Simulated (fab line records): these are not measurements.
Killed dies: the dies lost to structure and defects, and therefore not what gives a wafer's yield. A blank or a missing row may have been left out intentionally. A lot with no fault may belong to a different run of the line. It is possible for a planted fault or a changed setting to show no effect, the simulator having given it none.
fab line records | flow n5-finfet | part 1 of 2: steps 1 to 4 of 6
[record] lots = 22 wafers = 66 last-day = 17
route steps=1938 shown BEOL_M0@722 BEOL_M1@765
lots that met no fault: taken from a fault-free run of the same line
start-h: hours from the record's opening day to when the first of the lot's shown wafers began | wait-h: hours from the lot's prior step to this one | " the same as in the row above | L1.1+2: several wafers, shown together as one row | - value missing, or start not given | * or withheld: withheld | < > ~ a bound
route shown NAME@n: NAME is a module with steps in the file, n the number in the route of the first one | usual: average and standard deviation across the fault-free wafers | same: alike in all rows | chamber/n: place in a boat | sites: readings site by site | _std_site: the values' standard deviation | _edge_site: the outer-site mean with the inner-site mean subtracted | radius-mm: for every site, how far away it sits from the centre of the wafer | mask NAME#n: copy n | behind: the most recent tool/chamber to have shaped the wafer | hold: the reason the lot was held/the length of the hold in hours/how it ended | device: the n, p or np transistor that did not switch | end of line: the route-end tests of the same wafers | a step with no rows: only its recipe | killed: at the first sort, the dies lost to defects and structure; wafer yield is something else | map: dies across one wafer; x = killed, . = not, _ = none there
set.NAME: the run value of the setting; set.NAME@STEP: its run value at that earlier step | model.NAME: the simulator's own value behind a step, which no gauge read
route steps across a sampled set of lots; one table per step, one row per wafer
services: when a tool's chamber went out of use (start-h, in hours from the record's first day, below 0 if earlier), for how many hours, and the reason
[[steps]]
[step N5_BEOL_M0_STRIP_142]
[recipe] chemistry = N2/H2 time-s = 10 power-w = 450 temp-c = 40 pressure-mtorr = 20 rf-frequency-hz = 6e+07 bias-power-w = 7 n2-flow-sccm = 200 h2-flow-sccm = 200
[usual] drypump-motor-current-A = 5.7/0.63 oes-product-au = 0.83/0.088 rf-vpp-V = 59.0/0.89 showerhead-plenum-p-Torr = 2.49/0.075 throttle-valve-pct = 23.69/0.29
// columns lot.wafer tool chamber start-h wait-h drypump-motor-current-A oes-product-au rf-hours-counter-h rf-vpp-V showerhead-plenum-p-Torr throttle-valve-pct
L074.2 rie-diel-06 3 115.16 0.0 6.7 0.70 244 59.4 2.49 23.81
L074.3 " 1 " " 4.9 0.85 69 59.7 2.48 23.67
L074.4 " 0 " " 5.2 0.88 37 58.9 2.48 23.88
L075.1 rie-diel-04 2 119.60 0.0 5.9 0.70 203 58.9 2.52 23.90
L075.3 " 0 " " 5.5 0.77 123 59.3 2.44 23.70
L075.5 " 1 " " 6.2 0.89 - 57.3 2.49 23.34
L077.1 rie-diel-03 2 135.69 0.0 4.8 0.94 15 59.4 2.51 23.43
L077.2 " 0 " " 5.1 0.91 23 60.1 2.59 23.69
L077.3 " 3 " " 6.5 0.97 5 59.5 2.69 23.12
L078.3 rie-diel-04 3 141.60 0.0 5.6 0.88 51 59.4 2.46 23.74
L078.5 " 0 " " 5.5 0.75 - 58.5 2.44 23.70
L078.6 " 3 " " 5.6 0.88 - 59.0 2.46 23.71
L080.2 rie-diel-06 2 158.89 0.0 5.4 0.72 216 58.7 2.42 24.11
L080.4 " 1 " " 4.8 0.83 88 58.9 2.47 23.72
L080.5 " 0 " " 5.2 0.84 - 59.1 2.48 23.90
L079.1 rie-diel-04 3 159.29 0.0 5.7 0.87 58 57.5 2.46 23.73
L079.4 " 1 " " 6.1 0.87 43 59.3 2.48 23.34
L079.6 " 0 " " 5.5 0.75 - 58.8 2.44 23.70
L081.1 rie-diel-03 1 162.43 0.0 6.6 0.70 222 60.1 2.42 24.25
L081.2 " 3 " " 6.5 0.95 15 60.3 2.69 23.16
L081.3 " 0 " " 5.0 0.91 33 60.0 2.59 23.71
L083.2 rie-diel-06 3 169.06 0.0 6.7 0.97 8 58.0 2.49 23.55
L083.5 " 2 " " 5.4 0.71 - 60.3 2.42 24.12
L083.6 " 1 " " 4.8 0.82 - 58.4 2.47 23.74
L082.1 rie-diel-03 1 169.17 0.0 6.6 0.69 225 57.5 2.42 24.24
L082.3 " 2 " " 4.8 0.91 28 58.6 2.50 23.48
L082.6 " 2 " " 4.8 0.91 - 59.2 2.50 23.45
L084.3 rie-diel-06 1 179.07 0.0 4.8 0.82 95 59.4 2.47 23.72
L084.5 " 2 " " 5.3 0.72 - 60.3 2.41 24.09
L084.6 " 3 " " 6.7 0.97 - 58.1 2.48 23.56
L085.1 rie-diel-03 2 182.41 0.0 4.8 0.90 33 58.9 2.50 23.45
L085.2 " 0 " " 5.0 0.89 40 59.3 2.58 23.70
L085.5 " 0 " " 5.0 0.88 - 58.8 2.58 23.71
L086.1 rie-diel-03 3 191.77 0.0 6.5 0.91 26 60.1 2.69 23.16
L086.3 " 0 " " 5.0 0.88 43 58.7 2.58 23.72
L086.4 " 1 " " 6.6 0.69 233 58.6 2.41 24.25
L087.2 rie-diel-04 3 194.85 0.0 5.6 0.86 70 60.4 2.45 23.75
L087.3 " 2 " " 5.8 0.69 233 59.6 2.51 23.93
L087.4 " 0 " " 5.5 0.75 145 59.0 2.44 23.74
L088.2 rie-diel-04 1 200.40 0.0 6.1 0.85 57 58.2 2.48 23.38
L088.5 " 2 " " 5.9 0.68 - 58.1 2.50 23.95
L088.6 " 1 " " 6.1 0.85 - 58.6 2.48 23.36
L089.2 rie-diel-04 3 207.48 0.0 5.7 0.85 74 58.1 2.45 23.75
L089.3 " 2 " " 5.9 0.68 238 60.7 2.50 23.95
L089.6 " 1 " " 6.1 0.85 - 58.1 2.48 23.36
L090.1 rie-diel-06 1 210.83 0.0 4.9 0.81 105 58.9 2.46 23.74
L090.2 " 3 " " 6.7 0.93 23 59.2 2.48 23.56
L090.3 " 2 " " 5.4 0.71 235 57.7 2.41 24.15
L091.2 rie-diel-06 1 219.51 0.0 4.9 0.81 108 59.0 2.46 23.74
L091.4 " 2 " " 5.4 0.69 237 58.7 2.41 24.15
L091.5 " 0 " " 5.2 0.82 - 59.0 2.47 23.93
L092.1 rie-diel-04 3 229.81 0.0 5.7 0.83 83 58.4 2.45 23.77
L092.4 " 0 " " 5.5 0.74 153 58.0 2.43 23.74
L092.6 " 3 " " 5.7 0.84 - 59.9 2.45 23.75
L093.1 rie-diel-06 1 240.70 0.0 4.9 0.79 115 59.1 2.46 23.73
L093.3 " 3 " " 6.7 0.91 33 59.2 2.48 23.58
L093.5 " 3 " " 6.7 0.91 - 58.5 2.48 23.57
L094.1 rie-diel-04 3 245.13 0.0 5.7 0.82 89 58.1 2.44 23.78
L094.2 " 1 " " 6.1 0.83 74 58.9 2.47 23.39
L094.5 " 3 " " 5.6 0.83 - 58.4 2.44 23.77
L095.2 rie-diel-03 3 245.48 0.0 6.5 0.88 45 59.4 2.68 23.18
L095.3 " 0 " " 5.0 0.85 63 58.2 2.57 23.75
L095.5 " 2 " " 4.8 0.86 - 60.5 2.49 23.49
L097.2 rie-diel-04 0 256.82 0.0 5.5 0.73 163 59.6 2.43 23.74
L097.3 " 3 " " 5.6 0.82 95 60.0 2.44 23.78
L097.6 " 3 " " 5.7 0.82 - 59.9 2.44 23.77
[step N5_BEOL_M0_ALD_136]
[recipe] material = TaN target-thk-a = * temp-c = 275 ald-precursor-family = PDMAT ald-co-reactant = NH3 pressure-torr = 3 carrier-flow-sccm = 1500 pulse-time-s = 2 purge-time-s = 3 co-reactant-purge-time-s = 2 co-reactant-pulse-time-s = 3 ald-cycles = 30 precursor-vessel-temp-c = 75 precursor-vessel-pressure-torr = 26.25 precursor-vessel-carrier-sccm = 1000
[usual] heater-power-w = 435/44 susceptor-temp-C = 275.01/0.19
// columns lot.wafer tool chamber start-h wait-h heater-power-w susceptor-temp-C
L074.2 ald-metal-01 1 116.12 0.0 461 274.63
L074.3 " 0 " " 361 274.95
L074.4 " 3 " " 435 274.89
L075.1 ald-metal-04 0 120.64 0.1 416 274.94
L075.3 " 2 " " 425 275.07
L075.5 " 1 " " 483 274.95
L077.1 ald-metal-04 2 136.60 0.0 414 275.20
L077.2 " 0 " " 421 274.96
L077.3 " 3 " " 428 275.43
L078.3 ald-metal-04 0 143.75 0.0 430 275.02
L078.5 " 0 " " 419 275.19
L078.6 " 1 " " 493 274.88
L080.2 ald-metal-04 3 159.82 0.0 434 275.16
L080.4 " 2 " " 437 274.81
L080.5 " 3 " " 439 274.92
L079.1 ald-metal-02 1 160.26 0.0 384 275.09
L079.4 " 3 " " 417 275.14
L079.6 " 1 " " 386 275.20
L081.1 ald-metal-02 2 163.74 0.1 369 274.99
L081.2 " 0 " " 464 274.91
L081.3 " 3 " " 428 274.89
L083.2 ald-metal-04 0 169.80 0.0 418 274.93
L083.5 " 0 " " 420 274.99
L083.6 " 1 " " 501 275.27
L082.1 ald-metal-02 1 169.82 0.0 386 274.96
L082.3 " 3 " " 424 274.85
L082.6 " 1 " " 381 275.09
L084.3 ald-metal-04 3 179.81 0.3 433 274.95
L084.5 " 3 " " 433 275.39
L084.6 " 0 " " 413 274.66
L085.1 ald-metal-04 1 183.28 0.1 504 274.97
L085.2 " 2 " " 418 274.96
L085.5 " 1 " " 506 275.02
L086.1 ald-metal-04 2 192.66 0.1 427 275.02
L086.3 " 3 " " 446 275.36
L086.4 " 0 " " 420 274.93
L087.2 ald-metal-04 2 195.68 0.2 424 275.10
L087.3 " 1 " " 505 275.10
L087.4 " 0 " " 420 274.77
L088.2 ald-metal-02 1 201.03 0.1 372 274.92
L088.5 " 2 " " 378 275.08
L088.6 " 3 " " 419 275.31
L089.2 ald-metal-02 1 208.23 0.0 374 275.26
L089.3 " 2 " " 373 275.03
L089.6 " 1 " " 384 275.20
L090.1 ald-metal-01 0 212.46 0.3 351 275.16
L090.2 " 1 " " 459 275.11
L090.3 " 2 " " 507 274.94
L091.2 ald-metal-01 0 221.72 0.0 354 274.73
L091.4 " 1 " " 475 275.59
L091.5 " 2 " " 508 274.77
L092.1 ald-metal-02 2 231.68 0.0 371 275.00
L092.4 " 1 " " 383 275.22
L092.6 " 2 " " 387 274.68
L093.1 ald-metal-04 0 241.60 0.3 409 274.96
L093.3 " 3 " " 437 274.85
L093.5 " 1 " " 511 275.02
L094.1 ald-metal-01 1 245.77 0.0 473 274.82
L094.2 " 3 " " 442 275.13
L094.5 " 2 " " 503 275.30
L095.2 ald-metal-01 1 246.25 0.0 475 275.26
L095.3 " 2 " " 504 274.75
L095.5 " 0 " " 368 274.76
L097.2 ald-metal-04 2 259.35 0.1 429 274.86
L097.3 " 3 " " 440 275.12
L097.6 " 0 " " 421 274.84
[step N5_BEOL_M0_CMP_120]
[recipe] stop-on = SiOC t-overpolish-s = 6.9 down-force-psi = 1 platen-rpm = 50 clearing-platen-down-force-psi = 1.5 clearing-platen-rpm = 50 post-cmp-clean = cu-alkaline clearing-platen-pad-velocity-m-s = 0.99484 pad-velocity-m-s = 0.99484
[usual] barrier-field-endpoint-s = 3.60/0.12 head-pressure-psi = 1.0002/0.0022 motor-current-A = 5.9/0.81 overpolish-run-s = 6.900/0.0092 slurry-flow-ml-min = 150.0/0.47 time-to-endpoint-s = 61/3.3
// columns lot.wafer tool chamber start-h wait-h barrier-field-endpoint-s head-pressure-psi motor-current-A overpolish-run-s slurry-flow-ml-min time-to-endpoint-s
L074.2 cmp-02 3 117.46 0.2 3.63 1.0037 5.9 6.909 150.2 57
L074.4 " 1 " " 3.62 0.9976 6.6 6.903 149.5 59
L074.3 " 2 " " 3.52 0.9968 6.1 6.894 149.7 57
L075.1 cmp-04 3 121.93 0.3 3.45 1.0031 4.2 6.897 149.7 61
L075.3 " 1 " " 3.32 0.9962 6.9 6.904 149.6 61
L075.5 " 3 " " 3.43 1.0028 4.5 6.883 149.2 60
L077.1 cmp-01 2 138.84 0.3 3.66 0.9987 5.4 6.906 150.3 64
L077.3 " 3 " " 3.67 0.9998 6.6 6.908 149.4 64
L077.2 " 0 " " 3.66 1.0043 5.1 6.898 149.5 63
L078.3 cmp-01 2 145.08 0.2 3.61 0.9960 5.5 6.902 150.1 62
L078.6 " 2 " " 3.54 0.9951 5.4 6.901 150.0 65
L078.5 " 3 " " 3.66 1.0002 6.9 6.879 150.4 68
L080.2 cmp-04 2 161.66 0.3 3.71 1.0009 6.7 6.878 149.3 62
L080.4 " 3 " " 3.63 1.0004 4.4 6.896 150.4 63
L080.5 " 2 " " 3.60 1.0001 6.7 6.918 150.3 61
L079.4 cmp-01 1 161.82 0.1 3.65 1.0010 6.6 6.894 150.4 63
L079.1 " 0 " " 3.61 1.0016 4.9 6.901 150.7 65
L079.6 " 1 " " 3.64 0.9992 6.3 6.887 151.1 61
L081.3 cmp-02 3 165.58 0.2 3.57 1.0012 6.0 6.907 150.5 55
L081.1 " 0 " " 3.64 0.9987 5.0 6.899 150.0 57
L081.2 " 1 " " 3.64 1.0011 6.0 6.899 150.1 56
L083.2 cmp-04 1 171.26 0.2 3.71 1.0020 6.4 6.896 149.6 62
L083.5 " 1 " " 3.75 1.0023 6.7 6.896 149.4 62
L083.6 " 2 " " 3.74 0.9989 6.9 6.890 149.2 60
L082.1 cmp-04 0 171.84 0.3 3.72 1.0016 5.2 6.920 149.9 64
L082.3 " 2 " " 3.66 1.0010 6.9 6.903 148.9 63
L082.6 " 0 " " 3.81 1.0007 5.5 6.889 150.1 67
L084.3 cmp-04 0 182.45 0.2 3.60 1.0029 5.7 6.890 149.7 64
L084.6 " 0 " " 3.64 0.9975 5.4 6.903 150.2 70
L084.5 " 1 " " 3.58 1.0003 6.9 6.898 150.1 62
L085.2 cmp-04 3 187.33 0.8 3.61 1.0002 4.5 6.904 149.5 65
L085.1 " 0 " " 3.64 1.0036 5.3 6.899 150.2 68
L085.5 " 1 " " 3.81 0.9990 7.1 6.890 150.6 63
L086.3 cmp-02 1 194.99 0.2 3.44 1.0052 6.3 6.888 149.7 55
L086.4 " 2 " " 3.41 1.0020 6.0 6.909 149.9 56
L086.1 " 3 " " 3.29 0.9967 5.6 6.919 149.7 56
L087.2 cmp-04 0 199.20 0.2 3.60 0.9992 5.3 6.894 150.1 66
L087.4 " 1 " " 3.56 1.0016 6.6 6.898 149.6 63
L087.3 " 2 " " 3.71 1.0011 6.9 6.902 150.1 64
L088.2 cmp-02 2 203.83 0.3 3.39 1.0004 5.7 6.911 150.2 54
L088.5 " 3 " " 3.47 1.0023 5.9 6.907 150.3 56
L088.6 " 0 " " 3.43 0.9976 5.1 6.906 150.5 57
L089.3 cmp-02 0 210.13 0.2 3.47 0.9989 5.3 6.898 150.2 61
L089.2 " 2 " " 3.37 1.0041 5.9 6.908 150.6 57
L089.6 " 0 " " 3.38 0.9989 5.4 6.899 150.3 61
L090.3 cmp-04 3 216.36 0.2 3.64 1.0028 4.8 6.887 149.6 62
L090.2 " 0 " " 3.73 0.9986 5.2 6.908 149.5 62
L090.1 " 1 " " 3.81 0.9992 7.1 6.921 150.1 59
L091.4 cmp-01 2 223.14 0.2 3.66 0.9974 5.3 6.889 149.8 60
L091.2 " 3 " " 3.78 0.9967 6.7 6.907 149.3 66
L091.5 " 2 " " 3.55 0.9973 5.5 6.906 149.9 61
L092.1 cmp-02 0 233.51 0.3 3.61 0.9953 5.2 6.919 150.5 59
L092.4 " 2 " " 3.57 0.9982 6.1 6.905 150.0 59
L092.6 " 0 " " 3.42 1.0000 5.0 6.910 149.8 59
L093.3 cmp-04 2 245.62 0.2 3.64 0.9992 6.6 6.893 149.9 60
L093.1 " 1 " " 3.56 1.0024 6.6 6.915 149.7 59
L093.5 " 3 " " 3.39 1.0048 4.5 6.897 149.0 58
L094.2 cmp-04 1 247.08 0.2 3.62 1.0010 6.5 6.899 149.9 62
L094.1 " 0 " " 3.61 1.0055 5.3 6.900 149.9 65
L094.5 " 2 " " 3.79 0.9987 6.7 6.915 150.1 66
L095.2 cmp-04 3 247.80 0.3 3.45 0.9972 4.7 6.902 150.3 57
L095.3 " 1 " " 3.71 1.0006 6.8 6.897 149.4 59
L095.5 " 2 " " 3.71 1.0003 6.7 6.881 149.5 58
L097.3 cmp-04 1 260.82 0.2 3.81 1.0004 6.8 6.908 149.8 61
L097.2 " 2 " " 3.50 0.9970 6.5 6.891 150.3 60
L097.6 " 2 " " 3.68 0.9995 6.9 6.900 149.4 63
[step N5_BEOL_M1_OVL_MEAS_12]
[recipe] points-per-wafer = 522
[usual] M1_OVL = 0.1/0.59
[same] points-per-wafer = 522
// columns lot.wafer tool chamber start-h wait-h M1_OVL[nm]
L074.2 overlay-02 0 119.58 0.0 0.3
L074.3 " 0 " " -0.9
L074.4 " 0 " " 0.6
L075.1 overlay-01 0 127.22 0.0 0.1
L075.3 " 0 " " -0.3
L075.5 " 0 " " 0.0
L077.1 overlay-01 0 140.88 0.0 1.8
L077.2 " 0 " " 1.1
L077.3 " 0 " " 0.9
L078.3 overlay-01 0 148.39 0.0 -0.2
L078.5 " 0 " " 0.4
L078.6 " 0 " " 0.3
L080.2 overlay-01 0 163.39 0.0 -0.5
L080.4 " 0 " " -0.1
L080.5 " 0 " " -0.4
L079.1 overlay-01 0 163.48 0.0 0.2
L079.4 " 0 " " 0.1
L079.6 " 0 " " 0.0
L081.1 overlay-01 0 168.77 0.0 1.0
L081.2 " 0 " " 0.7
L081.3 " 0 " " 1.3
L083.2 overlay-01 0 175.18 0.0 -0.6
L083.5 " 0 " " -1.3
L083.6 " 0 " " -0.8
L082.1 overlay-02 0 175.41 0.0 0.4
L082.3 " 0 " " 0.3
L082.6 " 0 " " 0.5
L084.3 overlay-01 0 186.68 0.0 2.0
L084.5 " 0 " " 0.5
L084.6 " 0 " " 0.7
L085.1 overlay-01 0 190.89 0.0 -1.2
L085.2 " 0 " " 0.1
L085.5 " 0 " " 0.1
L086.1 overlay-01 0 196.25 0.0 0.5
L086.3 " 0 " " -0.3
L086.4 " 0 " " 0.9
L087.2 overlay-01 0 200.59 0.0 -0.6
L087.3 " 0 " " -0.2
L087.4 " 0 " " -0.1
L088.2 overlay-02 0 206.86 0.0 0.6
L088.5 " 0 " " 0.5
L088.6 " 0 " " 0.5
L089.2 overlay-01 0 211.95 0.0 -0.2
L089.3 " 0 " " 0.2
L089.6 " 0 " " 0.1
L090.1 overlay-02 0 218.17 0.0 0.9
L090.2 " 0 " " -1.0
L090.3 " 0 " " -0.3
L091.2 overlay-01 0 225.28 0.0 -0.5
L091.4 " 0 " " 0.5
L091.5 " 0 " " 0.1
L092.1 overlay-02 0 236.45 0.0 0.0
L092.4 " 0 " " 0.4
L092.6 " 0 " " -0.1
L093.1 overlay-01 0 251.62 0.0 0.3
L093.3 " 0 " " 0.6
L093.5 " 0 " " -0.2
L094.1 overlay-01 0 252.10 0.0 -0.5
L094.2 " 0 " " -1.0
L094.5 " 0 " " -0.1
L095.2 overlay-02 0 252.26 0.0 0.7
L095.3 " 0 " " -0.2
L095.5 " 0 " " -0.1
L097.2 overlay-02 0 264.31 0.0 0.5
L097.3 " 0 " " 0.3
L097.6 " 0 " " 0.0
